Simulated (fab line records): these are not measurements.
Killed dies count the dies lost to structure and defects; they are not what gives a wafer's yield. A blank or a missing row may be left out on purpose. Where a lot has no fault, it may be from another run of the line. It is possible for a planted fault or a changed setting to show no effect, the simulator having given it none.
fab line records ; flow n5-finfet
[record] lots = 4; wafers = 12; last-day = 17
route steps=1938 shown BEOL_M4@1099 BEOL_M5@1112 PASSIVATION@1916
lots that met no fault: taken from a fault-free run of the same line
start-h: hours from the record's first day to the start of the lot's first wafer shown ; wait-h: hours from the lot's prior step to this one ; " as in the row above ; L1.1+2: one row covering several wafers at once ; - no value present, or no start provided ; * or withheld: withheld ; < > ~ a bound
route shown NAME@n: names a module that has steps shown in the file, with the first one's number in the route ; usual: average and standard deviation across the fault-free wafers ; same: alike in all rows ; chamber/n: place in a boat ; sites: the reading at each site ; _std_site: their standard deviation ; _edge_site: the outer-site mean with the inner-site mean subtracted ; radius-mm: how far each site lies from the wafer's centre ; mask NAME#n: copy n ; behind: the most recent tool/chamber to have shaped the wafer ; hold: cause of the lot's hold/its duration in hours/its outcome ; device: which transistor (n, p or np) failed to switch ; end of line: at the end of the route, the tests of the same wafers ; step lacking rows: just its recipe ; killed: dies lost to structure and defects at the first sort, not the wafer's yield ; map: shows each die of a wafer: x if killed, . if not, _ if none is there
set.NAME: the setting that was run; set.NAME@STEP: the one run at that earlier step ; model.NAME: the simulator's own value behind a step, which no gauge read
lots seen at some steps along the route; tables by step, rows by wafer
services: a tool's chamber out of use, with start hour (start-h, from the record's first day; less than 0 if before it), hours out, and reason
[[steps]]
[step N5_BEOL_M4_ANNEAL_95]
[recipe] temp-c = 400; time-s = 240; ambient = vacuum
[step N5_BEOL_M4_SPUTTER_96]
[recipe] material = Cu; target-thk-a = 45; temp-c = -20; chamber-pressure-pa = 0.07; power-w = withheld; time-s = 8.29
[step N5_BEOL_M4_ECD_50]
[recipe] material = Cu; target-thk-a = 3000
[step N5_BEOL_M4_ANNEAL_51]
[recipe] temp-c = 225; time-s = 90; ambient = N2
[step N5_BEOL_M4_CMP_52]
[recipe] stop-on = SiOC; t-overpolish-s = 6.8; down-force-psi = 1; platen-rpm = 50; clearing-platen-down-force-psi = 1.5; clearing-platen-rpm = 50; post-cmp-clean = cu-alkaline; target-thk-nm = 40; clearing-platen-pad-velocity-m-s = 0.99484; pad-velocity-m-s = 0.99484
[step N5_BEOL_M4_PRE_CLEAN_60]
[recipe] gas = NH3/H2; time-s = 15; temp-c = *; rf-power-w = 300
[step N5_BEOL_M4_CO_CAP_55]
[recipe] material = Co; target-thk-a = 20; temp-c = 200; precursor = CCTBA/H2; pressure-torr = 30; time-s = 102.1
[step N5_BEOL_M4_PRE_CLEAN_56]
[recipe] gas = NH3; time-s = 15; temp-c = withheld; rf-power-w = 300
[step N5_BEOL_M4_DEP_57]
[recipe] material = SiCN; target-thk-a = 80; temp-c = withheld; precursor = 3MS/NH3; pressure-torr = 3; rf-w = 202; time-s = 14
[step N5_BEOL_M4_RC_MEAS_101]
[usual] DIBL_N = 36.5/1.4; DIBL_P = 36.6/1.9; IOFF_N = 0.167/0.029; IOFF_P = 0.21/0.033; ION_N = 674/12; ION_P = 460/8.9; SS_N = 71.6/0.57; SS_P = 73.4/0.61; VT_N = 249/3.3; VT_P = -250/3.3
lot.wafer;tool;chamber;start-h;wait-h;DIBL_N[mV/V];DIBL_P[mV/V];IOFF_N[nA/um];IOFF_P[nA/um];ION_N[uA/um];ION_P[uA/um];SS_N[mV/dec];SS_P[mV/dec];VT_N[mV];VT_P[mV]
L836.1;prober-02;0;242.09;0.0;36.9;36.7;0.161;0.17;668;449;71.9;73.6;248;-255
L836.3;prober-02;0;242.09;0.0;36.3;36.1;0.164;0.17;669;452;70.9;72.8;246;-253
L836.6;prober-02;0;242.09;0.0;37.2;37.6;0.186;0.19;674;450;71.9;74.1;244;-253
L837.2;prober-02;0;261.77;0.6;35.5;34.6;0.159;0.21;672;461;71.6;73.5;248;-251
L837.3;prober-02;0;261.77;0.6;33.6;32.6;0.123;0.17;668;457;70.5;72.7;252;-255
L837.6;prober-02;0;261.77;0.6;35.6;35.3;0.165;0.22;680;465;71.1;73.3;249;-249
L838.1;prober-02;0;263.65;0.0;38.4;38.3;0.193;0.25;676;462;71.1;73.3;249;-247
L838.3;prober-02;0;263.65;0.0;35.9;36.9;0.154;0.23;678;474;72.1;72.9;250;-247
L838.4;prober-02;0;263.65;0.0;35.9;36.2;0.146;0.22;668;462;71.3;72.9;250;-247
L846.1;prober-01;0;303.83;0.0;37.6;37.8;0.151;0.24;656;458;71.9;73.3;253;-248
L846.2;prober-01;0;303.83;0.0;35.9;35.2;0.134;0.19;668;460;71.3;72.1;253;-251
L846.5;prober-01;0;303.83;0.0;36.9;36.0;0.139;0.22;656;456;71.8;73.1;251;-251
[step N5_BEOL_M5_ILD_DEP_00]
[recipe] material = SiCOH_lowk; target-thk-a = 1406.4; temp-c = 300; precursor = DEMS/porogen; pressure-torr = 5; rf-w = 500; time-s = 25.9
[step N5_BEOL_M5_CURE_79]
[recipe] temp-c = 385; time-s = 240; ambient = He/Ar; material = SiCOH_lowk
[step N5_BEOL_M5_PECVD_70]
[recipe] material = SiO2; target-thk-a = 160; temp-c = 400; precursor = TEOS/O2; pressure-torr = 5.5; rf-w = 450; teos-flow-sccm = 53.8; gas = O2; flow-sccm = 3000; time-s = 18
[step N5_BEOL_M5_HM_DEP_02]
[recipe] material = TiN; target-thk-a = 200; temp-c = 25; chamber-pressure-pa = 0.49996
[step N5_BEOL_M5_COAT_59]
[recipe] resist = SOC; temp-c = 250; time-s = 60; spin-rpm = 1500; resist-thk-nm = 60
[step N5_BEOL_M5_COAT_60]
[recipe] resist = SiARC; temp-c = 220; time-s = 60; spin-rpm = 1500; resist-thk-nm = 12
[step N5_BEOL_M5_COAT_71]
[recipe] resist = underlayer; temp-c = 205; time-s = 60; spin-rpm = 1500; resist-thk-nm = 5
[step N5_BEOL_M5_COAT_05]
[recipe] resist = CAR-EUV; spin-rpm = 1500; resist-thk-nm = 30
[step N5_BEOL_M5_EBR_07]
[recipe] solvent = PGMEA; ebr-width-mm = 1.5
[step N5_BEOL_M5_SOFTBAKE_06]
[recipe] temp-c = 110; time-s = 60; resist = CAR-EUV
[step N5_BEOL_M5_EXPOSE_08]
[recipe] mask-id = M5; na = 0.33; source-shape = annular; sigma-inner = 0.4; sigma-outer = 0.8; polarization = unpolarized; target-cd-nm = 28; dose-mj = 35.75
[step N5_BEOL_M5_PEB_09]
[recipe] peb-temp-c = 100; peb-time-s = 60; resist = CAR-EUV
[step N5_BEOL_M5_DEVELOP_10]
[recipe] develop-time-s = 30; developer = TMAH; resist = CAR-EUV; rinse-liquid = surfactant-rinse; dry = air-spin; dev-temp-c = 23
[step N5_BEOL_M5_DESCUM_16]
[recipe] chemistry = O2; time-s = 7; source-power-w = 50; bias-power-w = 20; pressure-mtorr = 20; rf-frequency-hz = 2.712e+07; temp-c = 40; resist = CAR-EUV; o2-flow-sccm = 225
[step N5_BEOL_M5_ETCH_72]
[recipe] chemistry = N2/H2; target = underlayer; target-depth-a = 65; mask-material = CAR-EUV; time-s = 5.2; ion-energy-ev = 200; pressure-mtorr = 30; source-w = 840; bias-w = 150; n2-flow-sccm = 200; h2-flow-sccm = 200; ends = cleared
[step N5_BEOL_M5_ETCH_61]
[recipe] chemistry = CF4; target = SiARC; target-depth-a = 156; mask-material = CAR-EUV; time-s = 26; ion-energy-ev = 80; pressure-mtorr = 40; source-w = 545; bias-w = 36; Ar_flow_sccm = 100; cf4-flow-sccm = 100; ends = cleared
[step N5_BEOL_M5_ETCH_62]
[recipe] chemistry = N2/H2; target = SOC; target-depth-a = 750; overetch-a = 150; mask-material = SiARC; temp-c = 40; time-s = 112.5; ion-energy-ev = 200; pressure-mtorr = 30; source-w = 840; bias-w = 150; n2-flow-sccm = 200; h2-flow-sccm = 200
[step N5_BEOL_M5_STRIP_63]
[recipe] chemistry = N2/H2; temp-c = 40; n2-flow-sccm = 200; h2-flow-sccm = 200; rf-frequency-hz = 6e+07
[step N5_BEOL_M5_STRIP_73]
[recipe] chemistry = N2/H2; temp-c = 40; n2-flow-sccm = 200; h2-flow-sccm = 200; rf-frequency-hz = 6e+07
[step N5_BEOL_M5_STRIP_64]
[recipe] chemistry = CF4; resist = SiARC; power-w = 300; bias-power-w = 75; pressure-mtorr = 50; cf4-flow-sccm = 150; rf-frequency-hz = 6e+07
[step N5_BEOL_M5_HM_OPEN_17]
[recipe] chemistry = Cl2/BCl3; target-depth-a = 200; overetch-a = 60; target = TiN; mask-material = SOC; ion-energy-ev = 150; pressure-mtorr = 10; icp-w = 1000; bias-w = 126; Cl2_flow_sccm = 53.25; bcl3-flow-sccm = 21.75; Ar_flow_sccm = 25
[step N5_BEOL_M5_STRIP_19]
[recipe] chemistry = O2; power-w = 400; temp-c = 40; pressure-mtorr = 30; rf-frequency-hz = 6e+07; bias-power-w = 0; overash-fraction = 0.2; o2-flow-sccm = 225
[step N5_BEOL_M5_COAT_65]
[recipe] resist = SOC; temp-c = 250; time-s = 60; spin-rpm = 1500; resist-thk-nm = 60
[step N5_BEOL_M5_COAT_66]
[recipe] resist = SiARC; temp-c = 220; time-s = 60; spin-rpm = 1500; resist-thk-nm = 12
[step N5_PASSIVATION_PECVD_35]
[recipe] material = SiNx; target-thk-a = 7000; temp-c = 400; precursor = SiH4/NH3/N2; pressure-torr = 4.9; rf-w = 1406; time-s = 151.3
[usual] chamber-pressure-Torr = 4.899/0.01; heater-power-outer-w = 134/48; heater-power-w = 326/58; run-length-s = 195.3/0.63; showerhead-plenum-p-Torr = 8.69/0.12; throttle-valve-pct = 28.9/0.85
lot.wafer;tool;chamber;start-h;wait-h;chamber-pressure-Torr;heater-power-outer-w;heater-power-w;run-length-s;showerhead-plenum-p-Torr;throttle-valve-pct;model.SiNx_of_PASSIVATION_PECVD_35.thk-nm
L836.1;pecvd-02;1;340.07;0.1;4.906;144;347;195.5;8.54;29.1;691.4
L836.3;pecvd-02;2;340.07;0.1;4.895;186;328;196.9;8.69;27.7;707.4
L836.6;pecvd-02;0;340.07;0.1;4.897;47;175;195.4;8.66;28.2;711
L837.2;pecvd-02;0;356.95;0.1;4.902;85;234;195.3;8.68;28.4;694.2
L837.3;pecvd-02;2;356.95;0.1;4.901;209;364;195.9;8.69;27.8;694.2
L837.6;pecvd-02;2;356.95;0.1;4.896;228;391;225.3;8.70;27.9;848.4
L838.1;pecvd-02;2;362.75;0.1;4.897;226;371;224.9;8.69;28.0;828
L838.3;pecvd-02;1;362.75;0.1;4.900;122;329;195.1;8.55;28.9;685.4
L838.4;pecvd-02;2;362.75;0.1;4.920;243;399;224.9;8.72;27.8;843
L846.1;pecvd-03;1;400.29;0.1;4.914;117;351;195.5;8.70;30.0;699.4
L846.2;pecvd-03;0;400.29;0.1;4.917;99;287;195.7;8.87;28.2;692
L846.5;pecvd-03;0;400.29;0.1;4.897;126;324;196.3;8.88;28.3;710.2
[step N5_PASSIVATION_STRIP_52]
[recipe] chemistry = post-etch-residue-remover; time-s = 1200; temp-c = 72.5
lot.wafer;tool;chamber;start-h;wait-h;model.SiNx_of_PASSIVATION_PECVD_35.thk-nm
L836.1;wet-bench-01;0;341.38;-;691
L836.3;wet-bench-01;5;341.38;-;707
L836.6;wet-bench-01;3;341.38;-;710.6
L837.2+3;wet-bench-06;7,2;358.09;-;693.8
L837.6;wet-bench-06;0;358.09;-;848
L838.1;wet-bench-05;1;364.26;-;827.8
L838.3;wet-bench-05;5;364.26;-;685
L838.4;wet-bench-05;2;364.26;-;842.6
L846.1;wet-bench-01;0;401.43;-;699
L846.2;wet-bench-01;1;401.43;-;691.6
L846.5;wet-bench-01;7;401.43;-;709.8
[step N5_PASSIVATION_PROBE_49]
[usual] defect-limited-yield = 91.2/1.6; killed_at_M0_to_M3 = 34/11; killed_at_M4_up = 14/5.7; killed-at-contacts = 14/6.6; killed-at-front-end = 37/10; killed-at-other = 4/3.2; killed-dies = 104/19; killed-on-rim = 14/4.1; killed-open = 69/13; killed-short = 33/8.7; sort_bin_5_function = 5.1/1; sort_bin_6_memory = 3.3/0.76; sort_bin_8_speed = 0.00/0.016; sort-n-pass = 1076/19; sort-yield-pct = 91.2/1.6
[same] gross-dies = 1180; killed-at-back-side = 0; sort_bin_4_leakage[%] = 0
lot.wafer;tool;chamber;start-h;wait-h;defect-limited-yield[%];killed_at_M0_to_M3;killed_at_M4_up;killed-at-contacts;killed-at-front-end;killed-at-other;killed-dies;killed-on-rim;killed-open;killed-short;sort_bin_5_function[%];sort_bin_6_memory[%];sort_bin_8_speed[%];sort-n-pass;sort-yield-pct[%]
L837.2;prober-02;-;360.57;0.1;90.5;29;15;14;49;5;112;11;68;44;6.3;2.7;0;1068;90.5
L837.3;prober-02;-;360.62;0.1;91.0;27;12;22;42;3;106;11;68;37;5.8;2.8;0;1074;91.0
L837.6;prober-02;-;360.77;0.3;0;39;13;37;43;1048;1180;152;88;51;94.6;4.8;0;0;0
L838.1;prober-02;-;366.69;0.0;0;50;12;14;41;1063;1180;152;87;35;96.0;3.8;0;0;0
L838.4;prober-02;-;366.84;0.2;0;47;12;21;61;1039;1180;152;101;48;95.0;4.7;0;0;0
// killed by level:class
L837.2 STI_FIN_REVEAL:geometric-particle:open=20 FIN_SAQP:geometric-particle:short=8 BEOL_M2:geometric-particle:open=8 MOL_CONTACT_COAG:geometric-particle:short=7 MOL_CONTACT_COAG:geometric-particle:open=7 BEOL_M0_SAQP:geometric-particle:short=6 FIN_SAQP:geometric-particle:open=5 STI_FIN_REVEAL:geometric-particle:short=5
L837.3 MOL_CONTACT_COAG:geometric-particle:open=15 BEOL_M3:geometric-particle:open=8 STI_FIN_REVEAL:geometric-particle:open=7 GATE_CUT:geometric-particle:open=7 MOL_CONTACT_COAG:geometric-particle:short=7 FIN_SAQP:geometric-particle:open=6 GATE_CUT:geometric-particle:short=6 BEOL_M0_SAQP:geometric-particle:short=5
L837.6 PASSIVATION:area-pecvd=1041 MOL_CONTACT_COAG:geometric-particle:open=34 BEOL_M0_SAQP:geometric-particle:short=15 BEOL_M0_SAQP:geometric-particle:open=14 STI_FIN_REVEAL:geometric-particle:open=8 GATE_CUT:geometric-particle:short=8 BEOL_M4:geometric-particle:open=7 FIN_SAQP:geometric-particle:short=5
L838.1 PASSIVATION:area-pecvd=1055 MOL_CONTACT_COAG:geometric-particle:open=13 STI_FIN_REVEAL:geometric-particle:open=12 BEOL_M3:geometric-particle:open=12 BEOL_M0_SAQP:geometric-particle:open=10 BEOL_M0_SAQP:geometric-particle:short=9 BEOL_M4:geometric-particle:open=9 FIN_SAQP:geometric-particle:open=7
L838.4 PASSIVATION:area-pecvd=1029 MOL_CONTACT_COAG:geometric-particle:open=19 BEOL_M0_SAQP:geometric-particle:open=13 BEOL_M1:geometric-particle:open=13 GATE_CUT:geometric-particle:open=9 FIN_SAQP:geometric-particle:open=8 STI_FIN_REVEAL:geometric-particle:open=8 BEOL_M4:geometric-particle:open=8
// map L837.6 (x killed, . not)
_________________xxxxxxxxxxxx________________
______________xxxxxxxxxxxxxxxxxx_____________
___________xxxxxxxxxxxxxxxxxxxxxxxx__________
__________xxxxxxxxxxxxxxxxxxxxxxxxxx_________
________xxxxxxxxxxxxxxxxxxxxxxxxxxxxxx_______
_______xxxxxxxxxxxxxxxxxxxxxxxxxxxxxxxx______
______xxxxxxxxxxxxxxxxxxxxxxxxxxxxxxxxxx_____
_____xxxxxxxxxxxxxxxxxxxxxxxxxxxxxxxxxxxx____
____xxxxxxxxxxxxxxxxxxxxxxxxxxxxxxxxxxxxxx___
___xxxxxxxxxxxxxxxxxxxxxxxxxxxxxxxxxxxxxxxx__
___xxxxxxxxxxxxxxxxxxxxxxxxxxxxxxxxxxxxxxxx__
__xxxxxxxxxxxxxxxxxxxxxxxxxxxxxxxxxxxxxxxxxx_
__xxxxxxxxxxxxxxxxxxxxxxxxxxxxxxxxxxxxxxxxxx_
_xxxxxxxxxxxxxxxxxxxxxxxxxxxxxxxxxxxxxxxxxxxx
_xxxxxxxxxxxxxxxxxxxxxxxxxxxxxxxxxxxxxxxxxxxx
_xxxxxxxxxxxxxxxxxxxxxxxxxxxxxxxxxxxxxxxxxxxx
_xxxxxxxxxxxxxxxxxxxxxxxxxxxxxxxxxxxxxxxxxxxx
_xxxxxxxxxxxxxxxxxxxxxxxxxxxxxxxxxxxxxxxxxxxx
_xxxxxxxxxxxxxxxxxxxxxxxxxxxxxxxxxxxxxxxxxxxx
_xxxxxxxxxxxxxxxxxxxxxxxxxxxxxxxxxxxxxxxxxxxx
_xxxxxxxxxxxxxxxxxxxxxxxxxxxxxxxxxxxxxxxxxxxx
__xxxxxxxxxxxxxxxxxxxxxxxxxxxxxxxxxxxxxxxxxx_
__xxxxxxxxxxxxxxxxxxxxxxxxxxxxxxxxxxxxxxxxxx_
___xxxxxxxxxxxxxxxxxxxxxxxxxxxxxxxxxxxxxxxx__
___xxxxxxxxxxxxxxxxxxxxxxxxxxxxxxxxxxxxxxxx__
____xxxxxxxxxxxxxxxxxxxxxxxxxxxxxxxxxxxxxx___
_____xxxxxxxxxxxxxxxxxxxxxxxxxxxxxxxxxxxx____
______xxxxxxxxxxxxxxxxxxxxxxxxxxxxxxxxxx_____
_______xxxxxxxxxxxxxxxxxxxxxxxxxxxxxxxx______
________xxxxxxxxxxxxxxxxxxxxxxxxxxxxxx_______
__________xxxxxxxxxxxxxxxxxxxxxxxxxx_________
___________xxxxxxxxxxxxxxxxxxxxxxxx__________
______________xxxxxxxxxxxxxxxxxx_____________
_________________xxxxxxxxxxxx________________
// map L838.1 (x killed, . not)
_________________xxxxxxxxxxxx________________
______________xxxxxxxxxxxxxxxxxx_____________
___________xxxxxxxxxxxxxxxxxxxxxxxx__________
__________xxxxxxxxxxxxxxxxxxxxxxxxxx_________
________xxxxxxxxxxxxxxxxxxxxxxxxxxxxxx_______
_______xxxxxxxxxxxxxxxxxxxxxxxxxxxxxxxx______
______xxxxxxxxxxxxxxxxxxxxxxxxxxxxxxxxxx_____
_____xxxxxxxxxxxxxxxxxxxxxxxxxxxxxxxxxxxx____
____xxxxxxxxxxxxxxxxxxxxxxxxxxxxxxxxxxxxxx___
___xxxxxxxxxxxxxxxxxxxxxxxxxxxxxxxxxxxxxxxx__
___xxxxxxxxxxxxxxxxxxxxxxxxxxxxxxxxxxxxxxxx__
__xxxxxxxxxxxxxxxxxxxxxxxxxxxxxxxxxxxxxxxxxx_
__xxxxxxxxxxxxxxxxxxxxxxxxxxxxxxxxxxxxxxxxxx_
_xxxxxxxxxxxxxxxxxxxxxxxxxxxxxxxxxxxxxxxxxxxx
_xxxxxxxxxxxxxxxxxxxxxxxxxxxxxxxxxxxxxxxxxxxx
_xxxxxxxxxxxxxxxxxxxxxxxxxxxxxxxxxxxxxxxxxxxx
_xxxxxxxxxxxxxxxxxxxxxxxxxxxxxxxxxxxxxxxxxxxx
_xxxxxxxxxxxxxxxxxxxxxxxxxxxxxxxxxxxxxxxxxxxx
_xxxxxxxxxxxxxxxxxxxxxxxxxxxxxxxxxxxxxxxxxxxx
_xxxxxxxxxxxxxxxxxxxxxxxxxxxxxxxxxxxxxxxxxxxx
_xxxxxxxxxxxxxxxxxxxxxxxxxxxxxxxxxxxxxxxxxxxx
__xxxxxxxxxxxxxxxxxxxxxxxxxxxxxxxxxxxxxxxxxx_
__xxxxxxxxxxxxxxxxxxxxxxxxxxxxxxxxxxxxxxxxxx_
___xxxxxxxxxxxxxxxxxxxxxxxxxxxxxxxxxxxxxxxx__
___xxxxxxxxxxxxxxxxxxxxxxxxxxxxxxxxxxxxxxxx__
____xxxxxxxxxxxxxxxxxxxxxxxxxxxxxxxxxxxxxx___
_____xxxxxxxxxxxxxxxxxxxxxxxxxxxxxxxxxxxx____
______xxxxxxxxxxxxxxxxxxxxxxxxxxxxxxxxxx_____
_______xxxxxxxxxxxxxxxxxxxxxxxxxxxxxxxx______
________xxxxxxxxxxxxxxxxxxxxxxxxxxxxxx_______
__________xxxxxxxxxxxxxxxxxxxxxxxxxx_________
___________xxxxxxxxxxxxxxxxxxxxxxxx__________
______________xxxxxxxxxxxxxxxxxx_____________
_________________xxxxxxxxxxxx________________
[[services]]
tool;chamber;start-h;hours;kind
wet-bench-06;-;325.47;3.7;repair
wet-bench-06;-;366.75;1.9;pm
[[key]]
[first-sign] step = N5_PASSIVATION_PECVD_35; reading = run-length-s; direction = up; sigmas = 47; usual = *; struck = *
[effect] step = N5_PASSIVATION_PROBE_49; reading = killed-at-other; direction = up; sigmas = 99+; usual = 4; struck = 1050
[model-effect] step = N5_PASSIVATION_PECVD_35; value = SiNx_of_PASSIVATION_PECVD_35.thk-nm; without = 706.3; struck = 839.8
[model-effect] step = N5_PASSIVATION_STRIP_52; value = SiNx_of_PASSIVATION_PECVD_35.thk-nm; without = 706.1; struck = 839.5
[more-kills-born-at] N5_PASSIVATION_PECVD_35@pecvd-02 = 3125
met-at N5_PASSIVATION_PECVD_35
struck-wafers L837.6,L838.1,L838.4
later-rows-left-out L837.6,L838.1,L838.4
onset-between 340.07 356.95
[fault] kind = process-parameter-drift; tool = pecvd-02; chamber = -; onset-h = 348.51; steps = N5_PASSIVATION_PECVD_35; channel = time-s; offset = *; shape = step; end-h = 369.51; scope = struck-wafers-only; acts-in = *; stated = *
// later-rows-left-out: the simulator's readings of these wafers behind a module that went badly wrong aren't trusted and aren't shown, but for the sort
